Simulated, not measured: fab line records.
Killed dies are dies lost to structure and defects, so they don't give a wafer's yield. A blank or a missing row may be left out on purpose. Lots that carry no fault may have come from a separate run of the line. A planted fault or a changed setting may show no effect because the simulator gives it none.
Chamber matching / flow n5Finfet / N5_HKMG_FIN_ALD_91 on aldMetal-02: 4 sister chambers
The step deposits TiN, target thk 1 nm, pulse time 1 s, purge time 3 s. 8 wafers are shown with their chamber, then 9 later ones without.

== WAFERS WITH THEIR CHAMBER ==
wafer=L082.1; chamber=2; heaterPowerW (W)=843; precursorPulseHeightRel=1.013
wafer=L082.3; chamber=3; heaterPowerW (W)=891; precursorPulseHeightRel=1.034
wafer=L086.3; chamber=3; heaterPowerW (W)=883; precursorPulseHeightRel=0.994
wafer=L086.4; chamber=2; heaterPowerW (W)=854; precursorPulseHeightRel=0.996
wafer=L086.5; chamber=0; heaterPowerW (W)=812; precursorPulseHeightRel=1.028
wafer=L087.3; chamber=0; heaterPowerW (W)=790; precursorPulseHeightRel=1.037
wafer=L087.4; chamber=1; heaterPowerW (W)=951; precursorPulseHeightRel=1.007
wafer=L087.5; chamber=1; heaterPowerW (W)=971; precursorPulseHeightRel=0.994

== WAFERS WITHOUT THEIR CHAMBER ==
wafer=L088.2; heaterPowerW (W)=805; precursorPulseHeightRel=0.990
wafer=L088.4; heaterPowerW (W)=887; precursorPulseHeightRel=0.976
wafer=L088.5; heaterPowerW (W)=875; precursorPulseHeightRel=1.018
wafer=L090.3; heaterPowerW (W)=865; precursorPulseHeightRel=1.003
wafer=L090.4; heaterPowerW (W)=970; precursorPulseHeightRel=0.958
wafer=L090.5; heaterPowerW (W)=979; precursorPulseHeightRel=0.962
wafer=L093.2; heaterPowerW (W)=846; precursorPulseHeightRel=1.000
wafer=L093.3; heaterPowerW (W)=970; precursorPulseHeightRel=0.995
wafer=L093.4; heaterPowerW (W)=891; precursorPulseHeightRel=0.992

== WHICH CHAMBER EACH ONE RAN IN ==
wafer=L088.2; from the rows above=can't be placed: 0 or 2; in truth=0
wafer=L088.4; from the rows above=can't be placed: 3 or 2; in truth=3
wafer=L088.5; from the rows above=can't be placed: 3 or 2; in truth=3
wafer=L090.3; from the rows above=can't be placed: 2 or 3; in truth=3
wafer=L090.4; from the rows above=1; in truth=1
wafer=L090.5; from the rows above=1; in truth=1
wafer=L093.2; from the rows above=2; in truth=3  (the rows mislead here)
wafer=L093.3; from the rows above=1; in truth=1
wafer=L093.4; from the rows above=3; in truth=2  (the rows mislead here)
Correctly placed: 3 of 9. From these rows, 4 cannot be placed; in 4 the true chamber is one of the candidates. Placed wrongly: 2.
How it was worked out, from the rows above alone: a wafer's distance from a chamber is the root of the sum, over the readings, of the square of ((its reading less the chamber's mean) divided by the reading's scatter). If the next closest chamber is less than 2 further off than the closest, the wafer can't be placed; otherwise it belongs to the closest. Each chamber's mean is taken over the wafers shown for it. The scatter: take each reading less its chamber's mean, square it, sum over the shown wafers, divide by the number of wafers less the number of chambers, and take the root.
